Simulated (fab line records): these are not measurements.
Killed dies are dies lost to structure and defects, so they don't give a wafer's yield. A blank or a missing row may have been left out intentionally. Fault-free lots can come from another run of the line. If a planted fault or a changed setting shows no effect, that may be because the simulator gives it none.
Which tool did it? || flow n5_finfet || 24 lots with 72 wafers sampled at 5 steps, on a route of 1938 steps

## WHAT THE GAUGES SHOWED, per wafer
N5_BEOL_M3_INSPECT_13: inspects for defects (brightfield).
{"lot": "L074", "measured": "day 6 18:45", "on": "defect_inspect-02", "raw_defect_count": "484 546 548"}
{"lot": "L075", "measured": "day 7 02:01", "on": "defect_inspect-01", "raw_defect_count": "490 466 424"}
{"lot": "L076", "measured": "day 7 09:41", "on": "defect_inspect-01", "raw_defect_count": "362 395 383"}
{"lot": "L077", "measured": "day 7 12:06", "on": "defect_inspect-02", "raw_defect_count": "390 326 411"}
{"lot": "L078", "measured": "day 7 18:13", "on": "defect_inspect-02", "raw_defect_count": "531 383 457"}
{"lot": "L079", "measured": "day 8 01:21", "on": "defect_inspect-01", "raw_defect_count": "284 272 359"}
{"lot": "L080", "measured": "day 8 04:41", "on": "defect_inspect-02", "raw_defect_count": "391 409 458"}
{"lot": "L081", "measured": "day 8 18:13", "on": "defect_inspect-01", "raw_defect_count": "345 271 392"}
{"lot": "L082", "measured": "day 9 05:17", "on": "defect_inspect-02", "raw_defect_count": "591 358 347"}
{"lot": "L083", "measured": "day 9 22:29", "on": "defect_inspect-02", "raw_defect_count": "446 852 627"}
{"lot": "L084", "measured": "day 9 23:55", "on": "defect_inspect-02", "raw_defect_count": "533 298 404"}
{"lot": "L085", "measured": "day 10 03:20", "on": "defect_inspect-01", "raw_defect_count": "474 520 545"}
{"lot": "L086", "measured": "day 10 03:56", "on": "defect_inspect-01", "raw_defect_count": "361 457 609"}
{"lot": "L088", "measured": "day 10 09:17", "on": "defect_inspect-01", "raw_defect_count": "488 470 466"}
{"lot": "L087", "measured": "day 10 12:53", "on": "defect_inspect-02", "raw_defect_count": "413 350 499"}
{"lot": "L089", "measured": "day 10 19:56", "on": "defect_inspect-01", "raw_defect_count": "382 643 397"}
{"lot": "L090", "measured": "day 10 21:07", "on": "defect_inspect-02", "raw_defect_count": "471 407 317"}
{"lot": "L091", "measured": "day 11 03:52", "on": "defect_inspect-02", "raw_defect_count": "530 585 595"}
{"lot": "L092", "measured": "day 11 18:11", "on": "defect_inspect-02", "raw_defect_count": "494 411 345"}
{"lot": "L094", "measured": "day 12 00:02", "on": "defect_inspect-02", "raw_defect_count": "353 309 368"}
{"lot": "L093", "measured": "day 12 05:00", "on": "defect_inspect-02", "raw_defect_count": "502 512 531"}
{"lot": "L095", "measured": "day 12 16:49", "on": "defect_inspect-02", "raw_defect_count": "382 354 463"}
{"lot": "L096", "measured": "day 12 16:51", "on": "defect_inspect-01", "raw_defect_count": "565 341 443"}
{"lot": "L097", "measured": "day 12 19:56", "on": "defect_inspect-02", "raw_defect_count": "469 476 344"}

N5_BEOL_M3_INSPECT_30: inspects for defects (brightfield).
{"lot": "L074", "measured": "day 6 19:45", "on": "defect_inspect-01", "raw_defect_count": "456 504 527"}
{"lot": "L075", "measured": "day 7 03:01", "on": "defect_inspect-02", "raw_defect_count": "501 547 513"}
{"lot": "L076", "measured": "day 7 10:49", "on": "defect_inspect-02", "raw_defect_count": "383 394 389"}
{"lot": "L077", "measured": "day 7 13:06", "on": "defect_inspect-01", "raw_defect_count": "362 297 357"}
{"lot": "L078", "measured": "day 7 19:05", "on": "defect_inspect-02", "raw_defect_count": "533 369 468"}
{"lot": "L079", "measured": "day 8 02:29", "on": "defect_inspect-01", "raw_defect_count": "306 282 365"}
{"lot": "L080", "measured": "day 8 05:41", "on": "defect_inspect-01", "raw_defect_count": "342 354 441"}
{"lot": "L081", "measured": "day 8 19:12", "on": "defect_inspect-01", "raw_defect_count": "402 289 397"}
{"lot": "L082", "measured": "day 9 06:09", "on": "defect_inspect-01", "raw_defect_count": "507 333 330"}
{"lot": "L083", "measured": "day 9 23:30", "on": "defect_inspect-01", "raw_defect_count": "436 750 556"}
{"lot": "L084", "measured": "day 10 00:55", "on": "defect_inspect-02", "raw_defect_count": "537 289 411"}
{"lot": "L085", "measured": "day 10 04:18", "on": "defect_inspect-02", "raw_defect_count": "546 566 608"}
{"lot": "L086", "measured": "day 10 04:56", "on": "defect_inspect-02", "raw_defect_count": "350 491 688"}
{"lot": "L088", "measured": "day 10 10:09", "on": "defect_inspect-02", "raw_defect_count": "534 514 492"}
{"lot": "L087", "measured": "day 10 13:46", "on": "defect_inspect-02", "raw_defect_count": "416 365 486"}
{"lot": "L089", "measured": "day 10 20:56", "on": "defect_inspect-02", "raw_defect_count": "418 695 462"}
{"lot": "L090", "measured": "day 10 22:07", "on": "defect_inspect-02", "raw_defect_count": "534 430 314"}
{"lot": "L091", "measured": "day 11 04:44", "on": "defect_inspect-02", "raw_defect_count": "566 551 620"}
{"lot": "L092", "measured": "day 11 19:04", "on": "defect_inspect-02", "raw_defect_count": "503 392 358"}
{"lot": "L094", "measured": "day 12 01:03", "on": "defect_inspect-01", "raw_defect_count": "327 268 326"}
{"lot": "L093", "measured": "day 12 06:00", "on": "defect_inspect-01", "raw_defect_count": "473 485 425"}
{"lot": "L095", "measured": "day 12 17:53", "on": "defect_inspect-02", "raw_defect_count": "393 363 432"}
{"lot": "L096", "measured": "day 12 17:56", "on": "defect_inspect-01", "raw_defect_count": "548 367 438"}
{"lot": "L097", "measured": "day 12 20:52", "on": "defect_inspect-01", "raw_defect_count": "400 432 306"}

## WHICH TOOL RAN EACH LOT (tool, then ch and the chambers of the sampled wafers, then the start)
{"lot": "L074", "N5_BEOL_M2_SURFACE_TREAT_85": "pvd_sputter-01, day 6 14:01", "N5_BEOL_M2_ANNEAL_80": "pvd_sputter-01, day 6 14:55", "N5_BEOL_M2_SPUTTER_94": "pvd_sputter-01, day 6 16:10"}
{"lot": "L075", "N5_BEOL_M2_SURFACE_TREAT_85": "pvd_sputter-01, day 6 21:50", "N5_BEOL_M2_ANNEAL_80": "pvd_sputter-01, day 6 22:39", "N5_BEOL_M2_SPUTTER_94": "pvd_sputter-01, day 6 23:53"}
{"lot": "L076", "N5_BEOL_M2_SURFACE_TREAT_85": "pvd_sputter-01, day 7 04:00", "N5_BEOL_M2_ANNEAL_80": "pvd_sputter-02, day 7 05:34", "N5_BEOL_M2_SPUTTER_94": "pvd_sputter-02, day 7 06:49"}
{"lot": "L077", "N5_BEOL_M2_SURFACE_TREAT_85": "pvd_sputter-03, day 7 07:45", "N5_BEOL_M2_ANNEAL_80": "pvd_sputter-03, day 7 08:48", "N5_BEOL_M2_SPUTTER_94": "pvd_sputter-03, day 7 10:02"}
{"lot": "L078", "N5_BEOL_M2_SURFACE_TREAT_85": "pvd_sputter-01, day 7 11:43", "N5_BEOL_M2_ANNEAL_80": "pvd_sputter-02, day 7 12:16", "N5_BEOL_M2_SPUTTER_94": "pvd_sputter-02, day 7 13:31"}
{"lot": "L079", "N5_BEOL_M2_SURFACE_TREAT_85": "pvd_sputter-03, day 7 20:10", "N5_BEOL_M2_ANNEAL_80": "pvd_sputter-03, day 7 20:41", "N5_BEOL_M2_SPUTTER_94": "pvd_sputter-03, day 7 22:50"}
{"lot": "L080", "N5_BEOL_M2_SURFACE_TREAT_85": "pvd_sputter-03, day 8 00:41", "N5_BEOL_M2_ANNEAL_80": "pvd_sputter-02, day 8 01:13", "N5_BEOL_M2_SPUTTER_94": "pvd_sputter-02, day 8 02:28"}
{"lot": "L081", "N5_BEOL_M2_SURFACE_TREAT_85": "pvd_sputter-02, day 8 14:02", "N5_BEOL_M2_ANNEAL_80": "pvd_sputter-02, day 8 14:44", "N5_BEOL_M2_SPUTTER_94": "pvd_sputter-02, day 8 15:59"}
{"lot": "L082", "N5_BEOL_M2_SURFACE_TREAT_85": "pvd_sputter-02, day 9 00:55", "N5_BEOL_M2_ANNEAL_80": "pvd_sputter-02, day 9 01:28", "N5_BEOL_M2_SPUTTER_94": "pvd_sputter-02, day 9 02:42"}
{"lot": "L083", "N5_BEOL_M2_SURFACE_TREAT_85": "pvd_sputter-01, day 9 16:30", "N5_BEOL_M2_ANNEAL_80": "pvd_sputter-01, day 9 18:42", "N5_BEOL_M2_SPUTTER_94": "pvd_sputter-01, day 9 19:56"}
{"lot": "L084", "N5_BEOL_M2_SURFACE_TREAT_85": "pvd_sputter-03, day 9 19:49", "N5_BEOL_M2_ANNEAL_80": "pvd_sputter-03, day 9 20:21", "N5_BEOL_M2_SPUTTER_94": "pvd_sputter-03, day 9 21:35"}
{"lot": "L085", "N5_BEOL_M2_SURFACE_TREAT_85": "pvd_sputter-01, day 9 22:46", "N5_BEOL_M2_ANNEAL_80": "pvd_sputter-01, day 9 23:17", "N5_BEOL_M2_SPUTTER_94": "pvd_sputter-01, day 10 00:32"}
{"lot": "L086", "N5_BEOL_M2_SURFACE_TREAT_85": "pvd_sputter-02, day 9 23:52", "N5_BEOL_M2_ANNEAL_80": "pvd_sputter-03, day 10 00:35", "N5_BEOL_M2_SPUTTER_94": "pvd_sputter-03, day 10 01:49"}
{"lot": "L088", "N5_BEOL_M2_SURFACE_TREAT_85": "pvd_sputter-02, day 10 03:13", "N5_BEOL_M2_ANNEAL_80": "pvd_sputter-02, day 10 05:30", "N5_BEOL_M2_SPUTTER_94": "pvd_sputter-02, day 10 06:44"}
{"lot": "L087", "N5_BEOL_M2_SURFACE_TREAT_85": "pvd_sputter-01, day 10 06:31", "N5_BEOL_M2_ANNEAL_80": "pvd_sputter-01, day 10 07:08", "N5_BEOL_M2_SPUTTER_94": "pvd_sputter-01, day 10 08:23"}
{"lot": "L089", "N5_BEOL_M2_SURFACE_TREAT_85": "pvd_sputter-02, day 10 13:38", "N5_BEOL_M2_ANNEAL_80": "pvd_sputter-01, day 10 14:21", "N5_BEOL_M2_SPUTTER_94": "pvd_sputter-01, day 10 15:35"}
{"lot": "L090", "N5_BEOL_M2_SURFACE_TREAT_85": "pvd_sputter-03, day 10 16:28", "N5_BEOL_M2_ANNEAL_80": "pvd_sputter-02, day 10 17:02", "N5_BEOL_M2_SPUTTER_94": "pvd_sputter-02, day 10 18:17"}
{"lot": "L091", "N5_BEOL_M2_SURFACE_TREAT_85": "pvd_sputter-02, day 10 20:28", "N5_BEOL_M2_ANNEAL_80": "pvd_sputter-01, day 10 21:04", "N5_BEOL_M2_SPUTTER_94": "pvd_sputter-01, day 10 22:18"}
{"lot": "L092", "N5_BEOL_M2_SURFACE_TREAT_85": "pvd_sputter-01, day 11 06:36", "N5_BEOL_M2_ANNEAL_80": "pvd_sputter-02, day 11 07:09", "N5_BEOL_M2_SPUTTER_94": "pvd_sputter-02, day 11 13:35"}
{"lot": "L094", "N5_BEOL_M2_SURFACE_TREAT_85": "pvd_sputter-03, day 11 18:47", "N5_BEOL_M2_ANNEAL_80": "pvd_sputter-03, day 11 19:37", "N5_BEOL_M2_SPUTTER_94": "pvd_sputter-03, day 11 20:51"}
{"lot": "L093", "N5_BEOL_M2_SURFACE_TREAT_85": "pvd_sputter-01, day 12 00:35", "N5_BEOL_M2_ANNEAL_80": "pvd_sputter-02, day 12 01:19", "N5_BEOL_M2_SPUTTER_94": "pvd_sputter-02, day 12 02:34"}
{"lot": "L095", "N5_BEOL_M2_SURFACE_TREAT_85": "pvd_sputter-02, day 12 12:07", "N5_BEOL_M2_ANNEAL_80": "pvd_sputter-03, day 12 12:43", "N5_BEOL_M2_SPUTTER_94": "pvd_sputter-03, day 12 13:57"}
{"lot": "L096", "N5_BEOL_M2_SURFACE_TREAT_85": "pvd_sputter-01, day 12 12:17", "N5_BEOL_M2_ANNEAL_80": "pvd_sputter-01, day 12 12:50", "N5_BEOL_M2_SPUTTER_94": "pvd_sputter-01, day 12 14:04"}
{"lot": "L097", "N5_BEOL_M2_SURFACE_TREAT_85": "pvd_sputter-01, day 12 15:20", "N5_BEOL_M2_ANNEAL_80": "pvd_sputter-02, day 12 16:03", "N5_BEOL_M2_SPUTTER_94": "pvd_sputter-02, day 12 17:17"}
- N5_BEOL_M2_SURFACE_TREAT_85
- N5_BEOL_M2_ANNEAL_80: time 240 s.
- N5_BEOL_M2_SPUTTER_94: material Cu, target thk 4.5 nm, time 8.29 s.

## WHAT THE TOOLS THEMSELVES READ (means of the sampled wafers that have a number; where no wafer has one, the mark that the record gives instead)
N5_BEOL_M2_ANNEAL_80.
{"lot": "L074", "tool": "pvd_sputter-01", "heater_power_w (W)": 781}
{"lot": "L075", "tool": "pvd_sputter-01", "heater_power_w (W)": 762}
{"lot": "L076", "tool": "pvd_sputter-02", "heater_power_w (W)": 854}
{"lot": "L077", "tool": "pvd_sputter-03", "heater_power_w (W)": 941}
{"lot": "L078", "tool": "pvd_sputter-02", "heater_power_w (W)": 811}
{"lot": "L079", "tool": "pvd_sputter-03", "heater_power_w (W)": 864}
{"lot": "L080", "tool": "pvd_sputter-02", "heater_power_w (W)": 791}
{"lot": "L081", "tool": "pvd_sputter-02", "heater_power_w (W)": 849}
{"lot": "L082", "tool": "pvd_sputter-02", "heater_power_w (W)": 812}
{"lot": "L083", "tool": "pvd_sputter-01", "heater_power_w (W)": 797}
{"lot": "L084", "tool": "pvd_sputter-03", "heater_power_w (W)": 940}
{"lot": "L085", "tool": "pvd_sputter-01", "heater_power_w (W)": 856}
{"lot": "L086", "tool": "pvd_sputter-03", "heater_power_w (W)": 898}
{"lot": "L088", "tool": "pvd_sputter-02", "heater_power_w (W)": 801}
{"lot": "L087", "tool": "pvd_sputter-01", "heater_power_w (W)": 721}
{"lot": "L089", "tool": "pvd_sputter-01", "heater_power_w (W)": 802}
{"lot": "L090", "tool": "pvd_sputter-02", "heater_power_w (W)": 819}
{"lot": "L091", "tool": "pvd_sputter-01", "heater_power_w (W)": 760}
{"lot": "L092", "tool": "pvd_sputter-02", "heater_power_w (W)": 829}
{"lot": "L094", "tool": "pvd_sputter-03", "heater_power_w (W)": 907}
{"lot": "L093", "tool": "pvd_sputter-02", "heater_power_w (W)": 799}
{"lot": "L095", "tool": "pvd_sputter-03", "heater_power_w (W)": 954}
{"lot": "L096", "tool": "pvd_sputter-01", "heater_power_w (W)": 819}
{"lot": "L097", "tool": "pvd_sputter-02", "heater_power_w (W)": 832}

N5_BEOL_M2_SPUTTER_94.
{"lot": "L074", "tool": "pvd_sputter-01", "throttle_valve_pct (%)": 30.5}
{"lot": "L075", "tool": "pvd_sputter-01", "throttle_valve_pct (%)": 31.2}
{"lot": "L076", "tool": "pvd_sputter-02", "throttle_valve_pct (%)": 29.7}
{"lot": "L077", "tool": "pvd_sputter-03", "throttle_valve_pct (%)": 28.7}
{"lot": "L078", "tool": "pvd_sputter-02", "throttle_valve_pct (%)": 30.9}
{"lot": "L079", "tool": "pvd_sputter-03", "throttle_valve_pct (%)": 29.6}
{"lot": "L080", "tool": "pvd_sputter-02", "throttle_valve_pct (%)": 30.1}
{"lot": "L081", "tool": "pvd_sputter-02", "throttle_valve_pct (%)": 29.8}
{"lot": "L082", "tool": "pvd_sputter-02", "throttle_valve_pct (%)": 30.1}
{"lot": "L083", "tool": "pvd_sputter-01", "throttle_valve_pct (%)": 30.1}
{"lot": "L084", "tool": "pvd_sputter-03", "throttle_valve_pct (%)": 28.8}
{"lot": "L085", "tool": "pvd_sputter-01", "throttle_valve_pct (%)": 30.4}
{"lot": "L086", "tool": "pvd_sputter-03", "throttle_valve_pct (%)": 30.7}
{"lot": "L088", "tool": "pvd_sputter-02", "throttle_valve_pct (%)": 30.1}
{"lot": "L087", "tool": "pvd_sputter-01", "throttle_valve_pct (%)": 30.5}
{"lot": "L089", "tool": "pvd_sputter-01", "throttle_valve_pct (%)": 31.4}
{"lot": "L090", "tool": "pvd_sputter-02", "throttle_valve_pct (%)": 30.8}
{"lot": "L091", "tool": "pvd_sputter-01", "throttle_valve_pct (%)": 30.6}
{"lot": "L092", "tool": "pvd_sputter-02", "throttle_valve_pct (%)": 29.6}
{"lot": "L094", "tool": "pvd_sputter-03", "throttle_valve_pct (%)": 30.6}
{"lot": "L093", "tool": "pvd_sputter-02", "throttle_valve_pct (%)": 30.2}
{"lot": "L095", "tool": "pvd_sputter-03", "throttle_valve_pct (%)": 30.3}
{"lot": "L096", "tool": "pvd_sputter-01", "throttle_valve_pct (%)": 31.0}
{"lot": "L097", "tool": "pvd_sputter-02", "throttle_valve_pct (%)": 29.7}

## THE ANSWER, worked out from the rows above alone
Rule: usual is defined by the lots themselves. Put in order of their means at a reading, lots are off if they are a third of the lots or fewer, leave a main group of 4 or more, and stand apart from it by a gap of 3 or more times the standard deviation of the main group's means; of several such gaps the widest counts. Not used: any main group whose means are identical at the precision the tables above print for the reading. A lot without any number at a reading at which 4 lots or more have one is off too. All remaining lots with rows at the step are treated as sound. First the gauges in route order, then the tools' own readings, where a lot's mean is used as printed above. At the first step where some lot is off, the reading lying furthest off is the one used; lots without a number count as furthest.
Across all readings shown, no lot is off: no conclusion can be drawn from this.

## WHAT THE SIMULATOR HAD PUT IN
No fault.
